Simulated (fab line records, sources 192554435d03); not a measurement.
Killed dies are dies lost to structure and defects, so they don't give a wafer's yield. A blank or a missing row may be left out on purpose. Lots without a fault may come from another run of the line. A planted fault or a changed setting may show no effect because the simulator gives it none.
Chamber matching | flow n5_finfet | N5_MIM_TOP_ALD_00 on ald_hk-03: 4 sister chambers
The step deposits Al2O3, purge time 3 s, co reactant pulse time 3 s. 8 wafers are shown with their chamber, then 8 later ones without.

WAFERS WITH THEIR CHAMBER
wafer  | chamber | precursor_pulse_height_rel
L080.6 | 0       | 1.016
L084.1 | 0       | 0.975
L084.3 | 3       | 1.034
L084.4 | 2       | 0.963
L086.1 | 1       | 0.984
L086.2 | 3       | 1.016
L086.4 | 2       | 0.986
L090.3 | 1       | 1.048

WAFERS WITHOUT THEIR CHAMBER
wafer  | precursor_pulse_height_rel
L090.4 | 0.973
L090.6 | 0.993
L092.2 | 1.002
L092.3 | 1.010
L092.4 | 1.007
L095.3 | 1.012
L095.4 | 1.031
L095.5 | 0.970

WHICH CHAMBER EACH WENT THROUGH
wafer  | from the rows above               | in truth
L090.4 | can't be placed: 2 or 0 or 1 or 3 | 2
L090.6 | can't be placed: 0 or 2 or 1 or 3 | 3
L092.2 | can't be placed: 0 or 1 or 3 or 2 | 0
L092.3 | can't be placed: 1 or 0 or 3 or 2 | 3
L092.4 | can't be placed: 1 or 0 or 3 or 2 | 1
L095.3 | can't be placed: 1 or 3 or 0 or 2 | 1
L095.4 | can't be placed: 3 or 1 or 0 or 2 | 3
L095.5 | can't be placed: 2 or 0 or 1 or 3 | 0
Placed correctly: 0 of 8. Can't be placed from these rows: 8 (the true chamber is among the candidates in 8). Placed wrongly: 0.
How it was worked out, from the rows above alone: a wafer's distance from a chamber is the root of the sum, over the readings, of the square of ((its reading less the chamber's mean) divided by the reading's scatter). The wafer belongs to the nearest chamber; if the next one is less than 2 further off, it can't be placed. A chamber's mean is the mean of its shown wafers. The scatter: the root of (the sum of the squares of (reading less its chamber's mean) over the shown wafers, divided by (wafers less chambers)).
